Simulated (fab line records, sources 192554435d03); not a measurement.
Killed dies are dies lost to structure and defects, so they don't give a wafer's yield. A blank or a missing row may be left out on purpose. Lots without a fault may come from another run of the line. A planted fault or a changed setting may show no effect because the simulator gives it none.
Chamber matching | flow n5_finfet | N5_ILD0_LINER_00 on ald_sin-04: 4 sister chambers
The step material SiNx, target thk 4 nm, pulse time 1 s, purge time 2 s. 4 wafers are shown with their chamber, then 10 later ones without.

WAFERS WITH THEIR CHAMBER
wafer  | chamber | heater_power_w (W)
L080.3 | 3       | 771
L083.5 | 2       | 857
L084.2 | 1       | 778
L084.4 | 0       | 826

WAFERS WITHOUT THEIR CHAMBER
wafer  | heater_power_w (W)
L084.5 | 830
L086.2 | 758
L086.4 | 810
L086.5 | 775
L088.1 | 762
L088.2 | 821
L088.5 | 770
L093.2 | 805
L093.4 | 765
L093.6 | 818

WHICH CHAMBER EACH WENT THROUGH
wafer  | from the rows above          | in truth
L084.5 | 0                            | 0
L086.2 | can't be placed: 3 or 1      | 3
L086.4 | can't be placed: 0 or 1      | 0
L086.5 | can't be placed: 1 or 3      | 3
L088.1 | can't be placed: 3 or 1      | 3
L088.2 | 0                            | 0
L088.5 | can't be placed: 3 or 1      | 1
L093.2 | can't be placed: 0 or 1 or 3 | 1
L093.4 | can't be placed: 3 or 1      | 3
L093.6 | 0                            | 0
Placed correctly: 3 of 10. Can't be placed from these rows: 7 (the true chamber is among the candidates in 7). Placed wrongly: 0.
How it was worked out, from the rows above alone: a wafer's distance from a chamber is the root of the sum, over the readings, of the square of ((its reading less the chamber's mean) divided by the reading's scatter). The wafer belongs to the nearest chamber; if the next one is less than 2 further off, it can't be placed. A chamber's mean is the mean of its shown wafers. The scatter: with one shown wafer a chamber, the root of the mean of the squares of how far each hidden wafer lies from its nearest shown one.
